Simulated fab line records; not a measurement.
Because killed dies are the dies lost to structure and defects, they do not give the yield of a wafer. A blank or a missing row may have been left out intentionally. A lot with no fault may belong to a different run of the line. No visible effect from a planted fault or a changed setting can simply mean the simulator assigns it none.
Which tool is to blame? || flow nand harc || Sampling: 13 lots, 39 wafers, 2 of 1302 route steps

== WHAT EACH GAUGE READ, for each wafer ==
NHARC_A_CHANNEL_HOLE_D1_CD_MEAS_10: target cd 100 nm. Usual: cd nm 99.9 nm, standard deviation 0.41.
{"lot": "L372", "measured": "day 8 11:17", "on": "cd sem-03", "cd nm (nm)": "100.0 100.1 99.9", "flag": ""}
{"lot": "L374", "measured": "day 9 05:17", "on": "cd sem-03", "cd nm (nm)": "100.4 99.6 100.3", "flag": ""}
{"lot": "L376", "measured": "day 10 02:06", "on": "cd sem-03", "cd nm (nm)": "100.4 100.4 99.9", "flag": ""}
{"lot": "L377", "measured": "day 10 11:25", "on": "cd sem-02", "cd nm (nm)": "99.4 99.7 99.3", "flag": ""}
{"lot": "L379", "measured": "day 11 16:00", "on": "cd sem-02", "cd nm (nm)": "100.3 99.4 99.3", "flag": ""}
{"lot": "L380", "measured": "day 11 17:55", "on": "cd sem-02", "cd nm (nm)": "99.7 99.6 99.6", "flag": ""}
{"lot": "L381", "measured": "day 12 04:19", "on": "cd sem-02", "cd nm (nm)": "100.0 100.0 100.4", "flag": ""}
{"lot": "L382", "measured": "day 12 15:14", "on": "cd sem-02", "cd nm (nm)": "100.2 99.4 100.1", "flag": ""}
{"lot": "L383", "measured": "day 12 19:39", "on": "cd sem-02", "cd nm (nm)": "99.8 99.7 100.1", "flag": ""}
{"lot": "L384", "measured": "day 13 04:55", "on": "cd sem-02", "cd nm (nm)": "100.1 99.3 98.9", "flag": ""}
{"lot": "L393", "measured": "day 17 08:51", "on": "cd sem-01", "cd nm (nm)": "99.9 100.0 99.7", "flag": ""}
{"lot": "L395", "measured": "day 18 01:44", "on": "cd sem-02", "cd nm (nm)": "99.5 99.9 100.6", "flag": ""}
{"lot": "L394", "measured": "day 18 02:46", "on": "cd sem-01", "cd nm (nm)": "100.2 100.3 100.2", "flag": ""}

NHARC_A_CHANNEL_HOLE_D1_CD_MEAS_18. Usual: cd nm 99.0 nm, standard deviation 1.4.
{"lot": "L372", "measured": "day 8 12:35", "on": "cd sem-03", "cd nm (nm)": "102.0 99.3 97.8", "flag": ""}
{"lot": "L374", "measured": "day 9 06:35", "on": "cd sem-01", "cd nm (nm)": "98.3 98.6 98.2", "flag": ""}
{"lot": "L376", "measured": "day 10 03:35", "on": "cd sem-03", "cd nm (nm)": "100.9 99.8 99.7", "flag": ""}
{"lot": "L377", "measured": "day 10 12:43", "on": "cd sem-01", "cd nm (nm)": "99.3 96.3 96.6", "flag": ""}
{"lot": "L379", "measured": "day 11 17:17", "on": "cd sem-03", "cd nm (nm)": "101.3 100.3 100.2", "flag": ""}
{"lot": "L380", "measured": "day 11 19:13", "on": "cd sem-03", "cd nm (nm)": "100.4 100.0 99.6", "flag": ""}
{"lot": "L381", "measured": "day 12 05:55", "on": "cd sem-02", "cd nm (nm)": "99.5 99.3 97.4", "flag": ""}
{"lot": "L382", "measured": "day 12 16:31", "on": "cd sem-01", "cd nm (nm)": "97.3 98.2 97.8", "flag": ""}
{"lot": "L383", "measured": "day 12 20:57", "on": "cd sem-03", "cd nm (nm)": "95.7 96.9 100.0", "flag": ""}
{"lot": "L384", "measured": "day 13 06:13", "on": "cd sem-01", "cd nm (nm)": "97.5 97.4 98.7", "flag": ""}
{"lot": "L393", "measured": "day 17 10:15", "on": "cd sem-02", "cd nm (nm)": "100.6 98.1 100.8", "flag": ""}
{"lot": "L395", "measured": "day 18 03:10", "on": "cd sem-01", "cd nm (nm)": "99.3 98.6 99.2", "flag": ""}
{"lot": "L394", "measured": "day 18 04:04", "on": "cd sem-03", "cd nm (nm)": "98.8 101.4 99.7", "flag": ""}

== EACH LOT AND THE TOOL THAT RAN IT (in order: tool; ch and the chambers of the sampled wafers; start) ==
Record: no process step prior to these readings.

== AS READ BY THE TOOLS THEMSELVES (means over the sampled wafers that have a number; for cases with no such wafer, the mark the record gives instead) ==
The record holds no such reading with a usual standard deviation.

== THE ANSWER, worked out from the rows above alone ==
Rule: a lot counts as off when the mean over its wafers that have a number is more than 3 standard deviations away from the usual mean. Also off: a lot with no number at a reading for which 4 or more lots have one. Where the step has rows for the other lots, those lots are counted as sound. After the gauges, taken in route order, come the tools' own readings; for these a lot's mean is taken, as printed above. The first step at which some lot is off is used, and at that step the reading that is off furthest; a lot without a number counts as furthest.
None of the lots is off at any reading shown; this tells nothing.

== WHAT WAS PUT IN BY THE SIMULATOR ==
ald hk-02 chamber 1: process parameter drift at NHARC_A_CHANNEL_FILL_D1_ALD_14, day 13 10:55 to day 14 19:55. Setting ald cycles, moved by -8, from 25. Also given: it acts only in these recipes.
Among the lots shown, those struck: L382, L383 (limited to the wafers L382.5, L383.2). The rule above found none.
